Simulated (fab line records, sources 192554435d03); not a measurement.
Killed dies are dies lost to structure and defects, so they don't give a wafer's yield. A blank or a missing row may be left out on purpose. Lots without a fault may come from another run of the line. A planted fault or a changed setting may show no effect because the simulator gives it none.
Chamber matching | flow n5_finfet | N5_MOL_CONTACT_COAG_ALD_27 on ald_sin-01: 4 sister chambers
The step deposits SiOC, target thk 17 nm, pulse time 1.5 s, time 2720 s. 8 wafers are shown with their chamber, then 8 later ones without.

WAFERS WITH THEIR CHAMBER
wafer  | chamber | heater_power_outer_w (W) | heater_power_w (W)
L078.4 | 2       | 540                      | 836
L084.1 | 0       | 520                      | 826
L084.5 | 0       | 529                      | 796
L088.5 | 3       | 517                      | 855
L089.1 | 2       | 528                      | 836
L089.3 | 1       | 496                      | 798
L089.6 | 3       | 507                      | 894
L090.1 | 1       | 486                      | 808

WAFERS WITHOUT THEIR CHAMBER
wafer  | heater_power_outer_w (W) | heater_power_w (W)
L090.3 | 548                      | 837
L090.5 | 512                      | 866
L093.1 | 513                      | 833
L093.3 | 506                      | 882
L093.5 | 515                      | 854
L097.1 | 508                      | 813
L097.3 | 512                      | 877
L097.6 | 494                      | 802

WHICH CHAMBER EACH WENT THROUGH
wafer  | from the rows above               | in truth
L090.3 | can't be placed: 2 or 0           | 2
L090.5 | 3                                 | 3
L093.1 | can't be placed: 0 or 3 or 2 or 1 | 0
L093.3 | 3                                 | 3
L093.5 | can't be placed: 3 or 0 or 2      | 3
L097.1 | can't be placed: 0 or 1 or 3 or 2 | 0
L097.3 | 3                                 | 3
L097.6 | 1                                 | 1
Placed correctly: 4 of 8. Can't be placed from these rows: 4 (the true chamber is among the candidates in 4). Placed wrongly: 0.
How it was worked out, from the rows above alone: a wafer's distance from a chamber is the root of the sum, over the readings, of the square of ((its reading less the chamber's mean) divided by the reading's scatter). The wafer belongs to the nearest chamber; if the next one is less than 2 further off, it can't be placed. A chamber's mean is the mean of its shown wafers. The scatter: the root of (the sum of the squares of (reading less its chamber's mean) over the shown wafers, divided by (wafers less chambers)).
